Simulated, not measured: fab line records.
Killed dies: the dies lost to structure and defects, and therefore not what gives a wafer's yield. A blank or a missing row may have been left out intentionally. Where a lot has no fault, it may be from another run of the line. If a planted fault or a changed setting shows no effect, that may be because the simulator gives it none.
Which tool is to blame? + flow nand_harc + 33 wafers from 11 lots sampled at 5 of the route's 1159 steps

== WHAT THE GAUGES READ, wafer by wafer ==
NHARC_END_SORT_01. Usual: killed_at_array 27, standard deviation 11; killed_at_other 0.6, standard deviation 0.89; killed_at_periphery 3.0, standard deviation 2.4; killed_dies 31, standard deviation 12; killed_open 3.2, standard deviation 1.6; killed_short 2.0, standard deviation 1.5.
| lot  | measured     | on        | killed_at_array | killed_at_other | killed_at_periphery | killed_dies | killed_open | killed_short | flag |
|------|--------------|-----------|-----------------|-----------------|---------------------|-------------|-------------|--------------|------|
| L782 | day 21 00:01 | prober-01 | 674 674 677     | 0 0 0           | 3 3 0               | 677 677 677 | 2 2 3       | 2 2 1        | OFF  |
| L783 | day 20 16:35 | prober-02 | 669 667 675     | 0 2 0           | 8 8 2               | 677 677 677 | 5 5 2       | 1 3 2        | OFF  |

== WHICH TOOL RAN EACH LOT (tool, then ch and the chambers of the sampled wafers, then the start) ==
| lot  | NHARC_A_STAIRCASE_ETCH_225                    | NHARC_A_STAIRCASE_TRIM_229         | NHARC_A_STAIRCASE_ETCH_230         | NHARC_A_STAIRCASE_TRIM_231                    |
|------|-----------------------------------------------|------------------------------------|------------------------------------|-----------------------------------------------|
| L778 | rie_diel-02 ch 0,1, day 11 07:56 or earlier   | rie_diel-02 ch 0,2, day 11 07:56   | rie_diel-02 ch 0,3, day 11 08:06   | rie_diel-02 ch 2,3, no start                  |
| L781 | rie_diel-06 ch 0,2, day 11 20:15 or earlier   | rie_diel-06 ch 0,1, day 11 20:15   | rie_diel-06 ch 0,1,3, day 11 20:27 | rie_diel-06 ch 0,2,3, no start                |
| L780 | rie_diel-13 ch 0,2,3, day 11 21:04 or earlier | rie_diel-02 ch 0,1,3, day 11 21:04 | rie_diel-02 ch 1,2,3, day 11 21:16 | rie_diel-02 ch 0,1,2, no start                |
| L782 | rie_diel-02 ch 1,2, day 12 08:02 or earlier   | rie_diel-02 ch 0,1, day 12 08:02   | rie_diel-02 ch 0,1,2, day 12 08:13 | rie_diel-02 ch 2,3, day 21 00:01 or earlier   |
| L783 | rie_diel-06 ch 1,2,3, day 12 16:31 or earlier | rie_diel-02 ch 0,1,3, day 12 16:31 | rie_diel-02 ch 0,3, day 12 16:41   | rie_diel-02 ch 0,2,3, day 20 16:35 or earlier |
| L792 | rie_diel-02 ch 0,1, day 14 15:05 or earlier   | rie_diel-02 ch 1,2, day 14 15:05   | rie_diel-02 ch 0,1,3, day 14 15:17 | rie_diel-02 ch 0,2,3, no start                |
| L788 | rie_diel-06 ch 1,2,3, day 14 17:43 or earlier | rie_diel-06 ch 1,3, day 14 17:43   | rie_diel-06 ch 0,3, day 14 17:55   | rie_diel-06 ch 0,3, no start                  |
| L793 | rie_diel-02 ch 0,1, day 15 09:44 or earlier   | rie_diel-02 ch 0,1,3, day 15 09:44 | rie_diel-02 ch 1,2, day 15 09:55   | rie_diel-02 ch 0,1,2, no start                |
| L797 | rie_diel-06 ch 1,3, day 15 23:13 or earlier   | rie_diel-02 ch 0,3, day 15 23:13   | rie_diel-02 ch 0,1,2, day 15 23:25 | rie_diel-02 ch 0,1,2, no start                |
| L800 | rie_diel-06 ch 0,1, day 16 09:56 or earlier   | rie_diel-02 ch 1,2, day 16 09:56   | rie_diel-02 ch 2,3, day 16 10:08   | rie_diel-02 ch 1,2, no start                  |
| L798 | rie_diel-06 ch 1,2,3, day 17 00:04 or earlier | rie_diel-06 ch 0,1,3, day 17 00:04 | rie_diel-06 ch 2,3, day 17 00:43   | rie_diel-06 ch 0,2,3, no start                |
- NHARC_A_STAIRCASE_ETCH_225: etches the open film in C4F8/O2, target depth 100 nm, time 40.5 s.
- NHARC_A_STAIRCASE_TRIM_229: chemistry O2, time 211.2 s.
- NHARC_A_STAIRCASE_ETCH_230: etches the open film in C4F8/O2, target depth 100 nm, time 40.5 s.
- NHARC_A_STAIRCASE_TRIM_231: chemistry O2, time 211.2 s.

== AS READ BY THE TOOLS THEMSELVES (means over the sampled wafers that have a number; for cases with no such wafer, the mark the record gives instead) ==
NHARC_A_STAIRCASE_ETCH_225. Usual: bias_w 999.9 W, standard deviation 2.7; chamber_pressure_mTorr 25.000 mTorr, standard deviation 0.027; oes_product_au 0.946 a.u., standard deviation 0.012; rf_vpp_V 895 V, standard deviation 5.5.
| lot  | tool        | bias_w (W) | chamber_pressure_mTorr (mTorr) | oes_product_au (a.u.) | rf_vpp_V (V) | flag |
|------|-------------|------------|--------------------------------|-----------------------|--------------|------|
| L778 | rie_diel-02 | 997.9      | 25.000                         | 0.937                 | 893          |      |
| L781 | rie_diel-06 | 1000.4     | 24.991                         | 0.958                 | 901          |      |
| L780 | rie_diel-13 | 998.8      | 24.999                         | 0.950                 | 893          |      |
| L782 | rie_diel-02 | 1001.1     | 25.001                         | 0.957                 | 899          |      |
| L783 | rie_diel-06 | 1001.0     | 25.019                         | 0.936                 | 896          |      |
| L792 | rie_diel-02 | 999.4      | 25.000                         | 0.933                 | 890          |      |
| L788 | rie_diel-06 | 998.2      | 24.990                         | 0.952                 | 896          |      |
| L793 | rie_diel-02 | 997.4      | 24.975                         | 0.941                 | 893          |      |
| L797 | rie_diel-06 | 1000.6     | 25.003                         | 0.956                 | 894          |      |
| L800 | rie_diel-06 | 1001.1     | 25.006                         | 0.948                 | 895          |      |
| L798 | rie_diel-06 | 1000.5     | 25.019                         | 0.934                 | 895          |      |

NHARC_A_STAIRCASE_TRIM_229. Usual: for chamber_pressure_mTorr, 59.99 mTorr with a standard deviation of 0.055; for drypump_motor_current_A, 5.8 A with a standard deviation of 0.4; for o2_flow_sccm, 500.0 sccm with a standard deviation of 1.6; for oes_product_au, 1.003 a.u. with a standard deviation of 0.011; for rf_vpp_V, 57.8 V with a standard deviation of 0.83; for showerhead_plenum_p_Torr, 3.50 Torr with a standard deviation of 0.14; for throttle_valve_pct, 17.036 % with a standard deviation of 0.0091.
| lot  | tool        | chamber_pressure_mTorr (mTorr) | drypump_motor_current_A (A) | o2_flow_sccm (sccm) | oes_product_au (a.u.) | rf_vpp_V (V) | showerhead_plenum_p_Torr (Torr) | throttle_valve_pct (%) | flag |
|------|-------------|--------------------------------|-----------------------------|---------------------|-----------------------|--------------|---------------------------------|------------------------|------|
| L778 | rie_diel-02 | 59.99                          | 6.1                         | 500.9               | 1.006                 | 57.8         | 3.44                            | 17.034                 |      |
| L781 | rie_diel-06 | 60.05                          | 5.7                         | 498.2               | 1.008                 | 58.7         | 3.51                            | 17.028                 |      |
| L780 | rie_diel-02 | 59.99                          | 6.1                         | 500.3               | 1.005                 | 58.0         | 3.49                            | 17.043                 |      |
| L782 | rie_diel-02 | 59.96                          | 6.2                         | 500.0               | 1.017                 | 57.2         | 3.39                            | 17.037                 |      |
| L783 | rie_diel-02 | 59.94                          | 6.1                         | 501.0               | 0.996                 | 57.9         | 3.48                            | 17.033                 |      |
| L792 | rie_diel-02 | 60.02                          | 5.8                         | 498.1               | 1.001                 | 58.6         | 3.57                            | 17.036                 |      |
| L788 | rie_diel-06 | 59.98                          | 6.1                         | 500.4               | 1.003                 | 57.1         | 3.38                            | 17.040                 |      |
| L793 | rie_diel-02 | 59.98                          | 6.1                         | 500.4               | 1.009                 | 57.3         | 3.47                            | 17.045                 |      |
| L797 | rie_diel-02 | 59.99                          | 6.2                         | 500.4               | 1.004                 | 57.6         | 3.40                            | 17.031                 |      |
| L800 | rie_diel-02 | 59.96                          | 5.6                         | 499.7               | 1.010                 | 58.0         | 3.62                            | 17.036                 |      |
| L798 | rie_diel-06 | 59.92                          | 5.7                         | 497.5               | 0.993                 | 57.0         | 3.40                            | 17.049                 |      |

NHARC_A_STAIRCASE_ETCH_230. Usual: bias_w 1000 W, standard deviation 3; chamber_pressure_mTorr 24.999 mTorr, standard deviation 0.024; oes_product_au 0.951 a.u., standard deviation 0.018; rf_vpp_V 895 V, standard deviation 5.7.
| lot  | tool        | bias_w (W) | chamber_pressure_mTorr (mTorr) | oes_product_au (a.u.) | rf_vpp_V (V) | flag |
|------|-------------|------------|--------------------------------|-----------------------|--------------|------|
| L778 | rie_diel-02 | 1003       | 25.015                         | 0.945                 | 895          |      |
| L781 | rie_diel-06 | 1000       | 25.008                         | 0.938                 | 893          |      |
| L780 | rie_diel-02 | 1000       | 24.995                         | 0.987                 | 899          |      |
| L782 | rie_diel-02 | -          | -                              | -                     | -            | OFF  |
| L783 | rie_diel-02 | -          | -                              | -                     | -            | OFF  |
| L792 | rie_diel-02 | 1001       | 25.008                         | 0.939                 | 895          |      |
| L788 | rie_diel-06 | 999        | 24.978                         | 0.928                 | 888          |      |
| L793 | rie_diel-02 | 996        | 25.020                         | 0.954                 | 899          |      |
| L797 | rie_diel-02 | 999        | 24.997                         | 0.952                 | 896          |      |
| L800 | rie_diel-02 | 1000       | 24.970                         | 0.993                 | 899          |      |
| L798 | rie_diel-06 | 1001       | 24.984                         | 0.928                 | 893          |      |

NHARC_A_STAIRCASE_TRIM_231. Usual: for chamber_pressure_mTorr, 60.00 mTorr with a standard deviation of 0.057; for drypump_motor_current_A, 5.8 A with a standard deviation of 0.39; for o2_flow_sccm, 500.0 sccm with a standard deviation of 1.4; for oes_product_au, 1.002 a.u. with a standard deviation of 0.0094; for rf_vpp_V, 57.7 V with a standard deviation of 0.92; for showerhead_plenum_p_Torr, 3.51 Torr with a standard deviation of 0.15; for throttle_valve_pct, 17.036 % with a standard deviation of 0.0089.
| lot  | tool        | chamber_pressure_mTorr (mTorr) | drypump_motor_current_A (A) | o2_flow_sccm (sccm) | oes_product_au (a.u.) | rf_vpp_V (V) | showerhead_plenum_p_Torr (Torr) | throttle_valve_pct (%) | flag |
|------|-------------|--------------------------------|-----------------------------|---------------------|-----------------------|--------------|---------------------------------|------------------------|------|
| L778 | rie_diel-02 | 60.00                          | 5.7                         | 499.1               | 1.006                 | 58.6         | 3.64                            | 17.031                 |      |
| L781 | rie_diel-06 | 59.95                          | 5.5                         | 500.3               | 0.992                 | 57.1         | 3.51                            | 17.036                 |      |
| L780 | rie_diel-02 | 59.99                          | 5.9                         | 499.2               | 1.006                 | 57.7         | 3.51                            | 17.034                 |      |
| L782 | rie_diel-02 | 59.99                          | 5.6                         | 500.4               | 1.018                 | 57.9         | 3.66                            | 17.038                 |      |
| L783 | rie_diel-02 | 60.01                          | 5.9                         | 499.6               | 1.005                 | 58.7         | 3.53                            | 17.038                 |      |
| L792 | rie_diel-02 | 60.04                          | 5.9                         | 499.3               | 1.009                 | 57.0         | 3.53                            | 17.035                 |      |
| L788 | rie_diel-06 | 60.01                          | 5.7                         | 500.6               | 0.997                 | 58.0         | 3.33                            | 17.036                 |      |
| L793 | rie_diel-02 | 60.02                          | 5.9                         | 501.0               | 1.000                 | 56.9         | 3.50                            | 17.045                 |      |
| L797 | rie_diel-02 | 60.05                          | 5.9                         | 499.9               | 1.002                 | 57.9         | 3.49                            | 17.038                 |      |
| L800 | rie_diel-02 | 59.95                          | 5.8                         | 499.7               | 0.995                 | 57.7         | 3.56                            | 17.043                 |      |
| L798 | rie_diel-06 | 59.99                          | 5.5                         | 499.8               | 0.992                 | 57.8         | 3.48                            | 17.044                 |      |

== THE ANSWER, worked out from the rows above alone ==
Rule: take the mean of a lot's wafers that have a number; if it is more than 3 standard deviations from the usual mean, the lot is off. A lot without any number at a reading at which 4 lots or more have one is off too. All remaining lots with rows at the step are treated as sound. Order of review: gauges by route order, followed by the tools' own readings, for which a lot's mean as printed above is used. The first step at which some lot is off is used, and at that step the reading that is off furthest; a lot without a number counts as furthest.
Off at NHARC_END_SORT_01 (killed_at_array): L782, L783. Neither off nor sound, because the step has no rows for them: L778, L781, L780, L792, L788, L793, L797, L800, L798.
A tool fits if, at a process step before that reading, it ran every lot that is off, and no sound lot after the first of them. Not tried: the gauges at NHARC_END_SORT_01; whatever is off there is also off at NHARC_A_STAIRCASE_ETCH_230, on other tools, and gauge error can't account for it. NHARC_A_STAIRCASE_ETCH_225: start missing for some lots; hours and lot order therefore follow NHARC_A_STAIRCASE_TRIM_229. NHARC_A_STAIRCASE_TRIM_231: start missing for some lots; hours and lot order therefore follow NHARC_END_SORT_01. One fits: NHARC_A_STAIRCASE_TRIM_229 and NHARC_A_STAIRCASE_ETCH_230 and NHARC_A_STAIRCASE_TRIM_231 on rie_diel-02. It ran no sound lot before its first lot that is off in this sample, so the start can't be narrowed down.

== WHAT THE SIMULATOR HAD INSERTED ==
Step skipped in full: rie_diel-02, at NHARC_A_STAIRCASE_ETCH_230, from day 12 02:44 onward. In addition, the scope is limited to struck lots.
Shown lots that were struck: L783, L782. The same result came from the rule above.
